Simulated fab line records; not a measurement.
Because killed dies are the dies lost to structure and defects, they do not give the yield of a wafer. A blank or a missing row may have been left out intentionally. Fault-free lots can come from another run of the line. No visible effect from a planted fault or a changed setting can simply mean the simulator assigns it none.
Which tool did it? ; flow nand harc ; 33 wafers from 11 lots sampled at 5 of the route's 1302 steps

WHAT THE GAUGES READ, wafer by wafer
NHARC_END_SORT_01.
lot;measured;on;defect limited yield (%)
L430;day 27 13:50;prober-01;88.9 89.4 89.1
L434;day 29 16:45;prober-02;90.0 91.0 92.5
L438;day 30 14:56;prober-02;92.2 93.2 93.6

EACH LOT AND THE TOOL THAT RAN IT (in order: tool; ch and the chambers of the sampled wafers; start)
lot;NHARC_P_CONTACT_DESCUM_17;NHARC_P_CONTACT_ETCH_35;NHARC_P_CONTACT_ALD_22;NHARC_P_M0_SOFTBAKE_04
L422;rie diel-02 ch 0,2,3, day 6 02:23;rie diel-02 ch 0,1,2, day 6 02:29;ald metal-01 ch 0,1,3, day 6 04:13;litho track-04 ch 0, day 6 05:00
L427;rie diel-11 ch 0,1,2, day 7 23:12;rie diel-11 ch 1,2, day 7 23:16;ald metal-02 ch 0,1,2, day 8 01:07;litho track-01 ch 0, day 8 02:00
L428;rie diel-11 ch 0,1,2, day 8 08:20;rie diel-11 ch 1,2,3, day 8 08:25;ald metal-03 ch 0,2,3, day 8 10:12;litho track-04 ch 0, day 8 11:00
L430;rie diel-12 ch 0,2,3, day 9 01:02;rie diel-12 ch 0,3, day 9 01:20;ald metal-02 ch 0,1,2, day 9 03:19;litho track-04 ch 0, day 9 05:00
L432;rie diel-12 ch 0,2,3, day 10 04:41;rie diel-12 ch 2,3, day 10 04:47;ald metal-03 ch 0,3, day 10 06:41;litho track-01 ch 0, day 10 08:00
L434;rie diel-02 ch 0,2, day 11 01:52;rie diel-02 ch 0,1, day 11 01:58;ald metal-01 ch 0,1, day 11 03:46;litho track-01 ch 0, day 11 05:00
L436;rie diel-12 ch 0,2,3, day 12 01:33;rie diel-12 ch 0,1,2, day 12 01:38;ald metal-02 ch 2,3, day 12 03:22;litho track-01 ch 0, day 12 05:00
L438;rie diel-12 ch 1,2,3, day 12 20:11;rie diel-12 ch 0,1, day 12 20:16;ald metal-01 ch 0,2,3, day 12 22:00;litho track-01 ch 0, day 13 00:00
L444;rie diel-02 ch 0,1,2, day 15 00:00;rie diel-02 ch 1,2, day 15 00:05;ald metal-02 ch 0,2,3, day 15 01:52;litho track-04 ch 0, day 15 03:00
L443;rie diel-12 ch 0,1,3, day 15 00:53;rie diel-12 ch 0,1,2, day 15 00:59;ald metal-03 ch 2,3, day 15 02:44;litho track-06 ch 0, day 15 04:00
L445;rie diel-02 ch 0,1,2, day 15 10:10;rie diel-02 ch 0,1,3, day 15 10:16;ald metal-03 ch 0,2, day 15 12:01;litho track-06 ch 0, day 15 13:00
- NHARC_P_CONTACT_DESCUM_17: chemistry O2, time 3 s.
- NHARC_P_CONTACT_ETCH_35: etches the open film in CF4, target depth 39 nm, time 65 s.
- NHARC_P_CONTACT_ALD_22: deposits TiN, target thk 3 nm, pulse time 1 s, ald cycles 150.
- NHARC_P_M0_SOFTBAKE_04: time 55 s.

THE ANSWER, worked out from the rows above alone
Rule: the usual values come from the lots themselves. The widest of any qualifying gaps counts: lots, ordered by their means at a reading, are off when they make up no more than a third of the lots, leave a main group of 4 or more, and stand apart from it by 3 or more times the standard deviation of that group's means. If all means in a main group match to the digits the tables above print for the reading, that group is not used. Also off: a lot with no number at a reading for which 4 or more lots have one. All remaining lots with rows at the step are treated as sound.
None of the lots is off at any reading shown; this tells nothing.

WHAT THE SIMULATOR HAD PUT IN
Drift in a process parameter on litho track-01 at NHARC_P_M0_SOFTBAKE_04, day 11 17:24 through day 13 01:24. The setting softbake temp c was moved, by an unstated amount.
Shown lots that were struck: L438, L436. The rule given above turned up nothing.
